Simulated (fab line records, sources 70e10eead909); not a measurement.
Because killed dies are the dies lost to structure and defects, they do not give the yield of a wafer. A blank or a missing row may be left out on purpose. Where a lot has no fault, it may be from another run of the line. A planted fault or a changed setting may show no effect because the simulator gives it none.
fab line records	flow nand-harc
[record] lots = 12	wafers = 36	last-day = 24
route steps=1159 shown A_M0@1016 THIN_TSV@1128 END@1159
lots that met no fault: taken from a fault-free run of the same line
start-h: the number of hours between the record's first day and the start of the first shown wafer of the lot	wait-h: hours elapsed since this lot's preceding step	" repeats the value in the row above	L1.1+2: one row covering several wafers at once	- no value present, or no start provided	* or withheld: withheld	< > ~ a bound
route shown NAME@n: NAME is a module with steps in the file, n the number in the route of the first one	usual: the fault-free wafers' mean and standard deviation	same: alike in all rows	chamber/n: place in a boat	sites: the reading at each site	_std_site: standard deviation across them	_edge_site: outer sites' mean less inner sites'	radius-mm: for every site, how far away it sits from the centre of the wafer	mask NAME#n: copy n	behind: the last tool/chamber to shape the wafer	hold: what put the lot on hold/how long, in hours/how the hold closed	device: names the non-switching transistor (n, p or np)	end of line: the route-end tests of the same wafers	a step without rows: its recipe alone	killed: not the wafer's yield, but the dies lost to structure and defects at the first sort	map: dies across one wafer; x = killed, . = not, _ = none there
set.NAME: setting as actually run; set.NAME@STEP: the setting as run at that earlier step	model.NAME: the simulator's own value behind a step, which no gauge read
a sample of lots followed through the steps of the route, with each step as a table and each wafer as a row
services: when a tool's chamber went out of use (start-h, in hours from the record's first day, below 0 if earlier), for how many hours, and the reason
[[steps]]
[step NHARC_A_M0_PVD_21]
[recipe] target-thk-a = 300	chamber-pressure-pa = 5	power-w = 5000	substrate-temp-c = 30	time-s = 20.49	material = Cu
[usual] throttle-valve-pct = 30.5/1
lot.wafer	tool	chamber	start-h	wait-h	throttle-valve-pct
L765.2	pvd-sputter-03	-	400.43	-	31.6
L765.1	"	-	"	"	29.6
L765.5	"	-	"	"	31.6
L766.4	pvd-sputter-03	-	403.78	-	30.7
L766.1	"	-	"	"	31.0
L766.6	"	-	"	"	29.9
L767.1	pvd-sputter-01	-	405.41	-	30.4
L767.2	"	-	"	"	29.6
L767.6	"	-	"	"	31.6
L768.1	pvd-sputter-03	-	415.73	-	31.7
L768.3	"	-	"	"	30.5
L768.2	"	-	"	"	30.0
L769.4	pvd-sputter-02	-	418.95	-	29.4
L769.2	"	-	"	"	32.1
L769.6	"	-	"	"	29.3
L770.3	pvd-sputter-03	-	437.12	-	29.9
L770.4	"	-	"	"	30.7
L770.5	"	-	"	"	30.9
L771.2	pvd-sputter-03	-	438.11	-	30.8
L771.1	"	-	"	"	30.6
L771.6	"	-	"	"	30.6
L772.1	pvd-sputter-03	-	447.72	-	30.6
L772.6	"	-	"	"	29.9
L772.5	"	-	"	"	30.6
L775.3	pvd-sputter-03	-	476.09	-	30.4
L775.1	"	-	"	"	29.6
L775.5	"	-	"	"	29.5
L785.2	pvd-sputter-02	-	523.50	-	31.3
L785.1	"	-	"	"	28.9
L785.3	"	-	"	"	32.1
L783.4	pvd-sputter-02	-	530.15	-	29.2
L783.2	"	-	"	"	31.5
L783.6	"	-	"	"	28.9
L787.1	pvd-sputter-02	-	535.36	-	32.2
L787.4	"	-	"	"	31.6
L787.5	"	-	"	"	31.8
[step NHARC_THIN_TSV_PRE_CLEAN_50]
[recipe] time-s = 30	temp-c = 280	gas = H2/He
[usual] heater-power-w = 419/51
lot.wafer	tool	chamber	start-h	wait-h	heater-power-w
L765.2	pvd-sputter-01	-	-	-	465
L765.1	"	-	"	"	400
L765.5	"	-	"	"	372
L766.1	pvd-sputter-02	-	-	-	440
L766.4	"	-	"	"	535
L766.6	"	-	"	"	452
L767.2	pvd-sputter-02	-	-	-	539
L767.1	"	-	"	"	468
L767.6	"	-	"	"	458
L769.2	pvd-sputter-02	-	-	-	367
L769.4	"	-	"	"	430
L769.6	"	-	"	"	544
L768.1	pvd-sputter-01	-	-	-	453
L768.2	"	-	"	"	393
L768.3	"	-	"	"	362
L771.1	pvd-sputter-01	-	-	-	444
L771.2	"	-	"	"	372
L771.6	"	-	"	"	377
L770.3	pvd-sputter-02	-	-	-	476
L770.4	"	-	"	"	447
L770.5	"	-	"	"	464
L772.6	pvd-sputter-01	-	-	-	460
L775.3	pvd-sputter-02	-	-	-	524
L775.5	"	-	"	"	433
L785.2	pvd-sputter-02	-	-	-	448
L785.1	"	-	"	"	444
L785.3	"	-	"	"	385
L783.2	pvd-sputter-01	-	-	-	445
L783.4	"	-	"	"	398
L783.6	"	-	"	"	436
L787.4	pvd-sputter-03	-	-	-	389
L787.1	"	-	"	"	403
L787.5	"	-	"	"	377
[step NHARC_THIN_TSV_DEGAS_53]
[recipe] temp-c = 300	time-s = 60
[usual] heater-power-w = 471/56
lot.wafer	tool	chamber	start-h	wait-h	heater-power-w
L765.2	pvd-sputter-02	-	430.07	0.1	605
L765.1	"	-	"	"	524
L765.5	"	-	"	"	587
L766.1	pvd-sputter-03	-	434.50	0.1	428
L766.4	"	-	"	"	411
L766.6	"	-	"	"	469
L767.2	pvd-sputter-02	-	435.54	0.1	520
L767.1	"	-	"	"	427
L767.6	"	-	"	"	533
L769.2	pvd-sputter-03	-	445.85	0.1	453
L769.4	"	-	"	"	432
L769.6	"	-	"	"	463
L768.2	pvd-sputter-02	-	447.05	0.1	425
L768.3	"	-	"	"	527
L768.1	"	-	"	"	501
L771.2	pvd-sputter-02	-	467.68	0.1	605
L771.1	"	-	"	"	440
L771.6	"	-	"	"	521
L770.4	pvd-sputter-01	-	469.26	0.1	429
L770.3	"	-	"	"	413
L770.5	"	-	"	"	438
L772.6	pvd-sputter-03	-	477.52	0.1	394
L775.3	pvd-sputter-03	-	511.93	0.1	382
L775.5	"	-	"	"	375
L785.3	pvd-sputter-01	-	550.79	0.1	507
L785.2	"	-	"	"	454
L785.1	"	-	"	"	415
L783.2	pvd-sputter-01	-	558.15	0.1	436
L783.4	"	-	"	"	418
L783.6	"	-	"	"	454
L787.1	pvd-sputter-02	-	566.58	0.1	493
L787.4	"	-	"	"	586
L787.5	"	-	"	"	493
[step NHARC_THIN_TSV_DESCUM_35]
[recipe] time-s = 3	o2-flow-sccm = 200	ar-flow-sccm = 0	bias-power-w = 0	chemistry = O2
[usual] drypump-motor-current-A = 5.7/0.53	oes-product-au = 1.000/0.0081	rf-vpp-V = 57.7/0.9	showerhead-plenum-p-Torr = 1.92/0.11	throttle-valve-pct = 11.312/0.0091
lot.wafer	tool	chamber	start-h	wait-h	drypump-motor-current-A	oes-product-au	rf-hours-counter-h	rf-vpp-V	showerhead-plenum-p-Torr	throttle-valve-pct
L765.1	rie-diel-03	3	431.37	-	5.5	1.001	2	58.3	2.06	11.331
L765.2	"	1	"	"	5.2	1.011	1	57.6	1.79	11.303
L765.5	"	3	"	"	5.5	0.994	-	57.4	2.06	11.303
L766.4	rie-diel-03	3	435.68	-	5.4	0.986	2	58.0	2.06	11.316
L766.1	"	1	"	"	5.2	1.003	2	56.5	1.79	11.313
L766.6	"	3	"	"	5.4	0.991	-	57.8	2.06	11.328
L767.2	rie-diel-12	3	436.87	-	5.7	0.990	7	58.2	1.97	11.320
L767.1	"	2	"	"	5.8	0.997	6	59.0	1.83	11.321
L767.6	"	2	"	"	5.8	0.993	-	57.1	1.83	11.325
L769.4	rie-diel-10	0	447.21	-	6.3	0.999	7	59.6	2.06	11.328
L769.2	"	1	"	"	5.3	0.990	7	56.5	1.78	11.321
L769.6	"	3	"	"	5.4	1.004	-	58.2	1.95	11.294
L768.1	rie-diel-12	2	448.36	-	5.8	0.991	8	57.0	1.83	11.308
L768.3	"	0	"	"	6.7	0.994	6	57.4	1.84	11.302
L768.2	"	1	"	"	5.5	1.007	8	58.5	1.98	11.309
L771.1	rie-diel-10	3	469.00	-	5.3	1.001	5	58.6	1.95	11.316
L771.2	"	0	"	"	6.3	1.005	8	58.9	2.06	11.322
L771.6	"	3	"	"	5.3	1.001	-	59.4	1.95	11.320
L770.4	rie-diel-10	3	470.59	-	5.3	1.012	5	58.0	1.95	11.305
L770.3	"	0	"	"	6.3	1.008	8	58.5	2.06	11.311
L770.5	"	2	"	"	6.4	0.996	-	58.8	2.04	11.295
L772.6	rie-diel-12	2	478.71	-	5.8	1.015	-	57.4	1.83	11.304
L775.3	rie-diel-12	2	513.25	-	5.8	0.995	13	56.1	1.83	11.307
L775.5	"	0	"	"	6.7	0.984	-	56.7	1.84	11.321
L785.1	rie-diel-10	0	552.11	-	6.3	0.999	1	59.5	2.05	11.289
L785.2	"	1	"	"	5.2	1.008	1	56.3	1.78	11.305
L785.3	"	2	"	"	6.4	1.007	1	58.3	2.04	11.317
L783.2	rie-diel-03	3	559.46	-	5.5	1.001	10	58.7	2.06	11.309
L783.4	"	0	"	"	5.2	1.003	10	58.1	1.85	11.301
L783.6	"	0	"	"	5.2	0.996	-	58.0	1.85	11.312
L787.1	rie-diel-10	3	567.89	-	5.4	1.008	2	57.4	1.95	11.294
L787.4	"	1	"	"	5.3	1.004	2	57.1	1.78	11.311
L787.5	"	2	"	"	6.4	1.003	-	59.6	2.04	11.290
[step NHARC_END_SORT_01]
[recipe] temp-c = 25
[usual] defect-limited-yield = 95.4/1.5	killed-at-array = 26/9.6	killed-at-other = 0.7/0.92	killed-at-periphery = 3.8/2.7	killed-dies = 31/10	killed-open = 3.3/1.7	killed-short = 1.8/1.3	sort_bin_2_pct = 1.4/0.62	sort_bin_3_pct = 0.23/0.21	sort_bin_4_pct = 2.9/0.95	sort-n-pass = 646/10	sort-rim-yield-pct = 94/3.2	sort-yield-pct = 95.4/1.5
[same] gross-dies = 677	sort_bin_5_pct[%] = 0	sort_bin_6_pct[%] = 0	sort_bin_7_pct[%] = 0	sort_bin_8_pct[%] = 0	sort-rim-n-gross = 106.00
lot.wafer	tool	chamber	start-h	wait-h	hold	defect-limited-yield[%]	killed-at-array	killed-at-other	killed-at-periphery	killed-dies	killed-open	killed-short	sort_bin_2_pct[%]	sort_bin_3_pct[%]	sort_bin_4_pct[%]	sort-n-pass	sort-rim-yield-pct[%]	sort-yield-pct[%]
L765.1	prober-01	0	444.15	2.5	-	94.2	32	0	7	39	5	3	1.8	0.30	3.7	638	91	94.2
L765.2	prober-01	0	444.94	2.8	-	95.6	24	1	5	30	3	2	1.2	0.15	3.1	647	89	95.6
L765.5	prober-01	0	447.31	3.7	-	95.3	25	0	7	32	6	2	1.2	0.44	3.1	645	93	95.3
L766.1	prober-01	0	451.88	2.5	-	97.2	13	1	5	19	4	1	0.6	0	2.2	658	96	97.2
L766.4	prober-01	0	454.26	3.4	-	96.9	15	1	5	21	2	1	1.3	0.15	1.6	656	92	96.9
L766.6	prober-01	0	455.85	4.0	-	96.2	17	3	6	26	6	3	1.5	0.15	2.2	651	90	96.2
L767.1	prober-02	0	451.95	2.5	-	96.0	23	0	4	27	2	1	1.2	0.30	2.5	650	97	96.0
L767.2	prober-02	0	452.75	2.8	-	95.4	25	0	6	31	3	4	1.8	0.15	2.7	646	97	95.4
L767.6	prober-02	0	455.96	4.0	-	96.5	24	0	0	24	2	1	1.0	0	2.5	653	99	96.5
L768.1	prober-02	0	459.76	2.5	-	95.1	31	1	1	33	4	3	1.3	0.44	3.1	644	94	95.1
L768.2	prober-02	0	460.57	2.8	-	95.0	30	2	2	34	3	0	1.6	0.74	2.7	643	94	95.0
L768.3	prober-02	0	461.39	3.1	-	95.4	28	0	3	31	0	0	1.0	0.15	3.4	646	94	95.4
L769.2	prober-01	0	468.33	2.8	-	97.5	12	0	5	17	6	2	1.0	0	1.5	660	97	97.5
L769.4	prober-01	0	469.93	3.4	-	98.4	7	1	3	11	2	2	0.3	0	1.3	666	100	98.4
L769.6	prober-01	0	471.53	4.0	-	96.5	17	0	7	24	6	4	1.0	0.15	2.4	653	92	96.5
L771.1	prober-02	0	477.74	2.5	-	97.0	16	0	4	20	3	0	0.6	0.15	2.2	657	95	97.0
L771.2	prober-02	0	478.53	2.8	-	95.6	26	0	4	30	5	1	1.3	0.44	2.7	647	91	95.6
L771.6	prober-02	0	481.71	4.0	-	96.3	20	2	3	25	3	1	1.8	0.30	1.6	652	92	96.3
L770.3	prober-01	0	479.39	3.1	-	94.2	37	0	2	39	3	3	1.3	0.59	3.8	638	92	94.2
L770.4	prober-01	0	480.21	3.4	-	95.3	27	2	3	32	3	1	1.2	0.30	3.2	645	94	95.3
L770.5	prober-01	0	481.03	3.8	-	93.8	38	0	4	42	6	2	2.4	0.44	3.4	635	93	93.8
L772.1	prober-01	0	486.13	2.5	await-dispo/5.1h/release	0	674	0	3	677	4	0	95.1	0.30	4.6	0	0	0
L772.5	prober-01	0	489.37	3.7	await-dispo/5.1h/release	0	671	0	6	677	4	3	96.0	0.30	3.7	0	0	0
L772.6	prober-01	0	490.18	4.0	await-dispo/5.1h/release	94.7	32	0	4	36	1	5	1.0	0.15	4.1	641	96	94.7
L775.1	prober-01	0	522.05	2.5	await-dispo/2.9h/release	0	676	0	1	677	4	1	95.6	0.44	4.0	0	0	0
L775.3	prober-01	0	523.64	3.1	await-dispo/2.9h/release	92.9	42	1	5	48	3	2	1.3	0.15	5.6	629	94	92.9
L775.5	prober-01	0	525.24	3.7	await-dispo/2.9h/release	94.2	36	0	3	39	3	1	1.9	0.59	3.2	638	92	94.2
L785.1	prober-02	0	560.90	2.5	-	94.7	33	1	2	36	4	3	1.0	0.15	4.1	641	97	94.7
L785.2	prober-02	0	561.70	2.8	-	94.4	33	4	1	38	1	2	1.8	0	3.8	639	99	94.4
L785.3	prober-02	0	562.50	3.1	-	93.8	38	2	2	42	3	2	2.1	0.44	3.7	635	97	93.8
L783.2	prober-01	0	569.53	2.8	-	95.9	25	1	2	28	2	1	1.5	0	2.7	649	91	95.9
L783.4	prober-01	0	571.15	3.4	-	95.6	30	0	0	30	5	3	1.2	0.30	3.0	647	97	95.6
L783.6	prober-01	0	572.78	4.1	-	95.3	28	1	3	32	1	2	1.6	0	3.1	645	89	95.3
L787.1	prober-02	0	575.22	2.5	-	94.1	38	0	2	40	3	2	2.1	0.89	3.0	637	86	94.1
L787.4	prober-02	0	577.63	3.4	-	94.8	31	0	4	35	5	2	1.6	0.15	3.4	642	88	94.8
L787.5	prober-02	0	578.43	3.7	-	95.3	28	0	4	32	4	2	1.3	0	3.4	645	90	95.3
// killed by level:class
L765.1 A_STAIRCASE:chamber-film-flake=11 A_SLIT:chamber-film-flake=7 P_STI:chamber-film-flake=3 A_CONTACT:chamber-film-flake=3 A_CONTACT:geometric-particle:open=2 P_M0:chamber-film-flake=2 A_CHANNEL_FILL_D1:chamber-film-flake=2 A_WL_FILL:chamber-film-flake=2
L765.2 A_SLIT:chamber-film-flake=6 A_STAIRCASE:chamber-film-flake=4 A_WL_FILL:chamber-film-flake=4 P_M0:chamber-film-flake=3 A_CHANNEL_HOLE_D1:chamber-film-flake=3 A_CONTACT:chamber-film-flake=2 A_CHANNEL_FILL_D1:geometric-particle:open=1 A_CHANNEL_FILL_D1:geometric-particle:short=1
L765.5 A_STAIRCASE:chamber-film-flake=5 A_SLIT:chamber-film-flake=5 A_WL_FILL:chamber-film-flake=5 P_CONTACT:geometric-particle:open=4 A_CONTACT:chamber-film-flake=4 P_M0:chamber-film-flake=2 A_SOURCE_PLATE:geometric-particle:short=1 A_ONON_D1:geometric-particle:open=1
L766.1 A_SLIT:chamber-film-flake=5 P_M2:chamber-film-flake=3 A_CONTACT:geometric-particle:open=2 A_CHANNEL_HOLE_D1:chamber-film-flake=2 P_CONTACT:geometric-particle:short=1 P_CONTACT:geometric-particle:open=1 A_BLC:geometric-particle:open=1 A_ZERO_WELL:chamber-film-flake=1
L767.1 A_CHANNEL_HOLE_D1:chamber-film-flake=17 A_WL_FILL:chamber-film-flake=4 P_CONTACT:geometric-particle:open=1 P_M0:geometric-particle:short=1 A_M0:geometric-particle:open=1 P_STI:chamber-film-flake=1 P_M2:chamber-film-flake=1 A_M0:chamber-film-flake=1
L767.2 A_CHANNEL_HOLE_D1:chamber-film-flake=13 A_CONTACT:chamber-film-flake=3 P_CONTACT:geometric-particle:open=2 A_ONON_D1:geometric-particle:short=2 P_M2:chamber-film-flake=2 P_STI:chamber-film-flake=2 A_M0:chamber-film-flake=2 A_CHANNEL_HOLE_D1:geometric-particle:open=1
L766.4 A_SLIT:chamber-film-flake=6 P_M2:chamber-film-flake=4 A_ZERO_WELL:chamber-film-flake=2 A_CHANNEL_FILL_D1:geometric-particle:open=1 A_WL_FILL:geometric-particle:short=1 A_CONTACT:geometric-particle:open=1 P_STI:chamber-film-flake=1 A_CHANNEL_HOLE_D1:chamber-film-flake=1
L766.6 A_SLIT:chamber-film-flake=6 A_WL_FILL:chamber-film-flake=3 THIN_TSV:chamber-film-flake=3 P_M0:geometric-particle:open=2 A_M0:chamber-film-flake=2 P_STI:geometric-particle:open=1 P_STI:geometric-particle:short=1 P_CONTACT:geometric-particle:open=1
L767.6 A_CHANNEL_HOLE_D1:chamber-film-flake=13 A_CONTACT:chamber-film-flake=4 A_WL_FILL:chamber-film-flake=3 A_SOURCE_PLATE:geometric-particle:open=1 A_WL_FILL:geometric-particle:short=1 A_M0:geometric-particle:open=1 A_BLC:chamber-film-flake=1
L768.1 A_CHANNEL_HOLE_D1:chamber-film-flake=14 A_SLIT:chamber-film-flake=7 A_WL_FILL:chamber-film-flake=3 A_ONON_D1:geometric-particle:open=2 A_M0:geometric-particle:open=2 P_CONTACT:geometric-particle:short=1 A_CHANNEL_HOLE_D1:geometric-particle:short=1 A_SGD_CUT:geometric-particle:short=1
L768.2 A_CHANNEL_HOLE_D1:chamber-film-flake=19 A_SLIT:chamber-film-flake=6 A_CONTACT:geometric-particle:open=2 THIN_TSV:chamber-film-flake=2 P_M0:geometric-particle:open=1 P_GATE:chamber-film-flake=1 A_ZERO_WELL:chamber-film-flake=1 A_STAIRCASE:chamber-film-flake=1
L768.3 A_CHANNEL_HOLE_D1:chamber-film-flake=18 A_SLIT:chamber-film-flake=7 P_STI:chamber-film-flake=3 A_WL_FILL:chamber-film-flake=2 A_STAIRCASE:chamber-film-flake=1
L769.2 A_CHANNEL_HOLE_D1:chamber-film-flake=3 A_STAIRCASE:chamber-film-flake=2 A_CONTACT:chamber-film-flake=2 P_STI:geometric-particle:short=1 P_M0:geometric-particle:open=1 P_BONDPAD:geometric-particle:open=1 A_ONON_D1:geometric-particle:open=1 A_CHANNEL_HOLE_D1:geometric-particle:open=1
L769.4 P_ZERO_WELL:chamber-film-flake=3 A_M0:geometric-particle:open=2 A_CONTACT:chamber-film-flake=2 A_WL_FILL:geometric-particle:short=1 STARTING-WAFER:geometric-particle:short=1 A_WL_FILL:chamber-film-flake=1 A_BLC:chamber-film-flake=1
L769.6 A_CONTACT:chamber-film-flake=5 A_CHANNEL_HOLE_D1:chamber-film-flake=4 P_ZERO_WELL:chamber-film-flake=3 A_CONTACT:geometric-particle:open=2 P_GATE:geometric-particle:open=1 P_M1:geometric-particle:open=1 P_M2:geometric-particle:short=1 A_ONON_D1:geometric-particle:short=1
L771.1 A_SLIT:chamber-film-flake=5 A_SGD_CUT:chamber-film-flake=4 A_CHANNEL_HOLE_D1:chamber-film-flake=3 A_CONTACT:geometric-particle:open=2 P_GATE:chamber-film-flake=2 A_WL_FILL:geometric-particle:open=1 P_ZERO_WELL:chamber-film-flake=1 P_BONDPAD:chamber-film-flake=1
L771.2 A_SLIT:chamber-film-flake=9 A_SGD_CUT:chamber-film-flake=6 A_STAIRCASE:chamber-film-flake=3 A_CONTACT:geometric-particle:open=2 P_ZERO_WELL:chamber-film-flake=2 A_CHANNEL_HOLE_D1:chamber-film-flake=2 P_GATE:geometric-particle:open=1 A_ONON_D1:geometric-particle:open=1
L770.3 A_CHANNEL_HOLE_D1:chamber-film-flake=16 A_SLIT:chamber-film-flake=7 A_M1:chamber-film-flake=5 A_CONTACT:chamber-film-flake=3 A_CHANNEL_FILL_D1:geometric-particle:short=2 A_ONON_D1:geometric-particle:short=1 A_CHANNEL_FILL_D1:geometric-particle:open=1 A_SLIT:geometric-particle:open=1
L770.4 A_CHANNEL_HOLE_D1:chamber-film-flake=13 A_SLIT:chamber-film-flake=8 A_M1:chamber-film-flake=3 P_BONDPAD:chamber-film-flake=2 P_CONTACT:geometric-particle:open=1 A_CHANNEL_FILL_D1:geometric-particle:short=1 A_SGD_CUT:geometric-particle:open=1 STARTING-WAFER:geometric-particle:open=1
L770.5 A_CHANNEL_HOLE_D1:chamber-film-flake=18 A_SLIT:chamber-film-flake=9 A_M1:chamber-film-flake=3 P_CONTACT:geometric-particle:open=2 A_CONTACT:chamber-film-flake=2 P_M0:geometric-particle:short=1 A_ONON_D1:geometric-particle:open=1 A_CHANNEL_FILL_D1:geometric-particle:open=1
L771.6 A_SLIT:chamber-film-flake=8 A_SGD_CUT:chamber-film-flake=6 A_STAIRCASE:chamber-film-flake=2 THIN_TSV:chamber-film-flake=2 P_GATE:geometric-particle:open=1 P_CONTACT:geometric-particle:open=1 A_ONON_D1:geometric-particle:short=1 A_CONTACT:geometric-particle:open=1
L772.1 A_M0:area-pvd=633 A_CHANNEL_HOLE_D1:chamber-film-flake=23 A_SLIT:chamber-film-flake=8 A_WL_FILL:chamber-film-flake=4 A_M0:geometric-particle:open=2 P_M0:geometric-particle:open=1 A_CHANNEL_FILL_D1:geometric-particle:open=1 P_GATE:chamber-film-flake=1
L772.5 A_M0:area-pvd=632 A_CHANNEL_HOLE_D1:chamber-film-flake=18 A_SLIT:chamber-film-flake=8 A_CONTACT:chamber-film-flake=4 P_ZERO_WELL:chamber-film-flake=3 A_CHANNEL_FILL_D1:chamber-film-flake=2 P_GATE:geometric-particle:open=1 A_ONON_D1:geometric-particle:short=1
L772.6 A_CHANNEL_HOLE_D1:chamber-film-flake=18 A_SLIT:chamber-film-flake=5 A_STAIRCASE:chamber-film-flake=2 A_CONTACT:chamber-film-flake=2 P_CONTACT:geometric-particle:short=1 P_M2:geometric-particle:short=1 A_ONON_D1:geometric-particle:open=1 A_CHANNEL_FILL_D1:geometric-particle:short=1
L775.1 A_M0:area-pvd=638 A_CHANNEL_HOLE_D1:chamber-film-flake=14 A_SGD_CUT:chamber-film-flake=10 A_SLIT:chamber-film-flake=4 A_CONTACT:chamber-film-flake=4 A_CONTACT:geometric-particle:open=2 P_M1:geometric-particle:open=1 A_WL_FILL:geometric-particle:short=1
L775.3 A_CHANNEL_HOLE_D1:chamber-film-flake=22 A_SLIT:chamber-film-flake=7 A_STAIRCASE:chamber-film-flake=3 A_SGD_CUT:chamber-film-flake=3 A_CONTACT:geometric-particle:open=2 P_M1:chamber-film-flake=2 A_CHANNEL_FILL_D1:chamber-film-flake=2 A_CONTACT:chamber-film-flake=2
L775.5 A_CHANNEL_HOLE_D1:chamber-film-flake=14 A_SLIT:chamber-film-flake=8 A_SGD_CUT:chamber-film-flake=5 A_CONTACT:chamber-film-flake=3 A_CHANNEL_FILL_D1:chamber-film-flake=2 P_M0:geometric-particle:open=1 P_M2:geometric-particle:open=1 A_CHANNEL_FILL_D1:geometric-particle:short=1
L785.1 A_CHANNEL_HOLE_D1:chamber-film-flake=21 A_WL_FILL:chamber-film-flake=3 A_CONTACT:chamber-film-flake=3 A_ONON_D1:geometric-particle:open=2 A_ONON_D1:geometric-particle:short=2 P_GATE:geometric-particle:open=1 P_M1:geometric-particle:short=1 A_CONTACT:geometric-particle:open=1
L785.2 A_CHANNEL_HOLE_D1:chamber-film-flake=20 A_WL_FILL:chamber-film-flake=6 A_CONTACT:chamber-film-flake=3 THIN_TSV:chamber-film-flake=3 A_ONON_D1:geometric-particle:short=2 P_M1:geometric-particle:open=1 A_ZERO_WELL:chamber-film-flake=1 A_STAIRCASE:chamber-film-flake=1
L785.3 A_CHANNEL_HOLE_D1:chamber-film-flake=25 A_CONTACT:chamber-film-flake=8 A_WL_FILL:chamber-film-flake=2 P_M1:geometric-particle:open=1 P_M2:geometric-particle:short=1 A_WL_FILL:geometric-particle:open=1 A_WL_FILL:geometric-particle:short=1 STARTING-WAFER:geometric-particle:open=1
L783.2 A_CHANNEL_HOLE_D1:chamber-film-flake=10 A_CONTACT:chamber-film-flake=9 A_STAIRCASE:chamber-film-flake=4 P_M0:geometric-particle:open=1 A_ONON_D1:geometric-particle:short=1 A_CONTACT:geometric-particle:open=1 P_M0:chamber-film-flake=1 THIN_TSV:chamber-film-flake=1
L783.4 A_CONTACT:chamber-film-flake=10 A_CHANNEL_HOLE_D1:chamber-film-flake=7 A_STAIRCASE:chamber-film-flake=5 A_ONON_D1:geometric-particle:open=1 A_ONON_D1:geometric-particle:short=1 A_SGD_CUT:geometric-particle:short=1 A_SGD_CUT:geometric-particle:open=1 A_WL_FILL:geometric-particle:short=1
L783.6 A_CHANNEL_HOLE_D1:chamber-film-flake=12 A_CONTACT:chamber-film-flake=12 P_ZERO_WELL:chamber-film-flake=3 A_SOURCE_PLATE:geometric-particle:short=1 A_ONON_D1:geometric-particle:open=1 A_CHANNEL_FILL_D1:geometric-particle:short=1 A_STAIRCASE:chamber-film-flake=1 THIN_TSV:chamber-film-flake=1
L787.1 A_SLIT:chamber-film-flake=15 A_CHANNEL_HOLE_D1:chamber-film-flake=9 A_BLC:chamber-film-flake=5 A_STAIRCASE:chamber-film-flake=3 A_ONON_D1:geometric-particle:short=1 A_CONTACT:geometric-particle:open=1 A_BLC:geometric-particle:short=1 A_M0:geometric-particle:open=1
L787.4 A_SLIT:chamber-film-flake=12 A_CHANNEL_HOLE_D1:chamber-film-flake=6 A_CONTACT:chamber-film-flake=4 A_STAIRCASE:chamber-film-flake=2 A_BLC:chamber-film-flake=2 P_STI:geometric-particle:open=1 P_M2:geometric-particle:open=1 A_ONON_D1:geometric-particle:short=1
L787.5 A_SLIT:chamber-film-flake=7 A_BLC:chamber-film-flake=6 A_CHANNEL_HOLE_D1:chamber-film-flake=4 P_STI:chamber-film-flake=3 A_STAIRCASE:chamber-film-flake=3 A_BLC:geometric-particle:open=2 A_CONTACT:chamber-film-flake=2 A_ONON_D1:geometric-particle:open=1
[[services]]
tool	chamber	start-h	hours	kind
rie-diel-12	-	379.45	9.0	pm
rie-diel-10	0	387.00	-	clean
rie-diel-10	1	387.00	-	clean
rie-diel-12	-	390.11	1.8	repair
pvd-sputter-02	-	392.04	10.0	pm
rie-diel-03	-	392.58	9.0	pm
rie-diel-03	1	405.02	9.2	repair
pvd-sputter-03	-	407.97	4.2	repair
rie-diel-12	-	413.23	0.4	repair
rie-diel-10	3	413.55	28.7	repair
pvd-sputter-01	-	415.92	9.9	repair
rie-diel-12	0	430.89	16.2	repair
pvd-sputter-03	-	431.22	2.3	repair
pvd-sputter-03	-	458.00	10.0	pm
rie-diel-03	2	470.40	2.7	repair
rie-diel-03	0	508.97	2.9	repair
pvd-sputter-01	-	514.04	10.0	pm
rie-diel-10	3	523.69	4.2	repair
rie-diel-10	-	530.50	9.0	pm
rie-diel-12	1	533.99	8.5	repair
rie-diel-03	1	542.01	3.5	repair
rie-diel-10	-	546.87	0.3	repair
pvd-sputter-02	-	553.28	11.5	repair
rie-diel-12	-	556.45	9.0	pm
[[key]]
[first-sign] step = NHARC_END_SORT_01	reading = sort_bin_2_pct	direction = up	sigmas = 99+	usual = 1.4	struck = 95.6
[effect] step = NHARC_END_SORT_01	reading = killed-at-array	direction = up	sigmas = 67	usual = 26	struck = 674
[more-kills-born-at] NHARC_A_M0_PVD_21@pvd-sputter-03 = 1903
met-at NHARC_A_M0_PVD_21
struck-lots L772,L775
struck-wafers L772.1,L772.5,L775.1
later-rows-left-out L772.1,L772.5,L775.1
not-acting-at NHARC_THIN_TSV_PRE_CLEAN_50,NHARC_THIN_TSV_DEGAS_53,NHARC_THIN_TSV_DESCUM_35
onset-between 438.11 447.72
[fault] kind = process-parameter-drift	tool = pvd-sputter-03	chamber = -	onset-h = 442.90	steps = NHARC_A_M0_PVD_21	channel = target-thk-a	offset = *	shape = step	end-h = 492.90	acts-in = *	stated = *	scope = struck-wafers-only
// later-rows-left-out: the simulator's readings of these wafers behind a module that went badly wrong aren't trusted and aren't shown, but for the sort
